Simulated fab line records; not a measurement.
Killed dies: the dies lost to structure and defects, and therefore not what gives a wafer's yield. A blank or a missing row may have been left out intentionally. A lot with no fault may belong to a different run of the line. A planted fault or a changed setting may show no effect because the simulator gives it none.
Comparing a struck lot with a sound one :: flow nand_harc :: 14 out of 1302 route steps
Sound: these wafers, L886.1, L886.4, L886.6. Struck: wafers L902.3, L902.6 (left out: L902.1, a lot-mate that was not struck); the cause follows at the end.
Each step with rows lists, per side, the tool, then ch with its chambers, then its first start. Under that, the readings that differ: sound wafers :: struck wafers :: difference of the means :: sigmas: that difference in standard deviations of wafers without a fault.
alike: readings with means less than 2 such deviations apart, plus words and numbers identical on both sides. not compared: withheld readings, readings lacking a value on some wafer, bounds such as >300 that could conceal the same value, and numbers that have no deviation in the record and whose values overlap.
A row with sigmas, a row that says differs or no value, or rows on one side alone: a step with any of these is where the two part. Numbers that don't overlap but have no deviation are shown without sigmas and don't part them. Lack of a reading on every wafer of one side parts them only where that side has two or more wafers.

first, 4 steps without rows for these wafers: NHARC_P_BONDPAD_EBR_05; NHARC_P_BONDPAD_EXPOSE_06 (exposes mask P BPAD); NHARC_P_BONDPAD_PEB_07 (peb time 80 s); NHARC_P_BONDPAD_DEVELOP_08 (time 50 s).
NHARC_P_BONDPAD_CD_MEAS_09 targets a cd of 500 nm.
  sound on cd_sem-02 ch 0, day 7 00:00; struck on cd_sem-01 ch 0, day 13 08:43
  alike: cd_nm
NHARC_P_BONDPAD_OVL_MEAS_38:
  struck on overlay-01, day 13 08:48; sound on overlay-02, day 7 00:05
  alike: overlay_x_nm, overlay_y_nm
then, 1 step without rows for these wafers: NHARC_P_BONDPAD_HARDBAKE_10 (time 65 s).
NHARC_P_BONDPAD_DESCUM_11: chemistry O2, time 3 s.
  sound on rie_diel-05 ch 0,2, day 7 00:13; struck on rie_diel-08 ch 1,3, day 13 08:56
reading: oes_product_au (a.u.)
sound: 1.006 1.013 1.014
struck: 0.980 1.000
difference: -0.021
sigmas: -2

reading: throttle_valve_pct (%)
sound: 11.292 11.296 11.297
struck: 11.315 11.332
difference: +0.028
sigmas: +3
  alike: drypump_motor_current_A, o2_flow_sccm, rf_vpp_V, showerhead_plenum_p_Torr
  not compared: rf_hours_counter_h
NHARC_P_BONDPAD_ETCH_37: etches the open film in N2/H2, target depth 60 nm, overetch 18 nm, time 65.91 s.
  sound on rie_diel-05 ch 0,1,2, day 7 00:18; struck on rie_diel-08 ch 2, day 13 09:00
reading: rf_vpp_V (V)
sound: 434.0 430.9 431.3
struck: 428.1 426.4
difference: -4.8
sigmas: -2

reading: showerhead_plenum_p_Torr (Torr)
sound: 2.14 2.07 2.10
struck: 1.90 1.90
difference: -0.20
sigmas: -3
  alike: bias_w, drypump_motor_current_A, oes_product_au, throttle_valve_pct
  not compared: rf_hours_counter_h
NHARC_P_BONDPAD_ETCH_12: etches the open film in CHF3/O2, target depth 200 nm, time 100 s.
  sound on rie_diel-05 ch 0,2,3; struck on rie_diel-08 ch 0,3
  alike: bias_w, drypump_motor_current_A, o2_flow_sccm, oes_product_au, rf_vpp_V, showerhead_plenum_p_Torr, throttle_valve_pct
  not compared: rf_hours_counter_h
NHARC_P_BONDPAD_CD_MEAS_13:
  struck on cd_sem-01, day 13 09:14; sound on cd_sem-02, day 7 00:32
  alike: cd_nm
NHARC_P_BONDPAD_STRIP_15: strips in O2.
  sound on rie_diel-08 ch 0,1,2, day 7 00:37; struck on rie_diel-05 ch 0,1, day 13 09:19
  alike: drypump_motor_current_A, o2_flow_sccm, oes_product_au, rf_vpp_V, showerhead_plenum_p_Torr, throttle_valve_pct
  not compared: rf_hours_counter_h
NHARC_P_BONDPAD_ETCH_24: etches the open film in CF4/N2, target depth 30 nm, time 72.99 s.
  sound on rie_diel-08 ch 1,2, day 7 00:46; struck on rie_diel-05 ch 0,3, day 13 09:28
reading: oes_product_au (a.u.)
sound: 1.009 0.990 0.983
struck: 0.813 0.822
difference: -0.177
sigmas: -16
  alike: bias_w, drypump_motor_current_A, rf_vpp_V, showerhead_plenum_p_Torr, throttle_valve_pct
  not compared: rf_hours_counter_h
then, 1 step without rows for these wafers: NHARC_P_BONDPAD_STRIP_16 (strips in post etch residue remover, time 600 s).

## WHERE THEY PART
At NHARC_P_BONDPAD_DESCUM_11 first; at NHARC_P_BONDPAD_ETCH_24 last (within this record only).

WHY: what had been put in by the simulator
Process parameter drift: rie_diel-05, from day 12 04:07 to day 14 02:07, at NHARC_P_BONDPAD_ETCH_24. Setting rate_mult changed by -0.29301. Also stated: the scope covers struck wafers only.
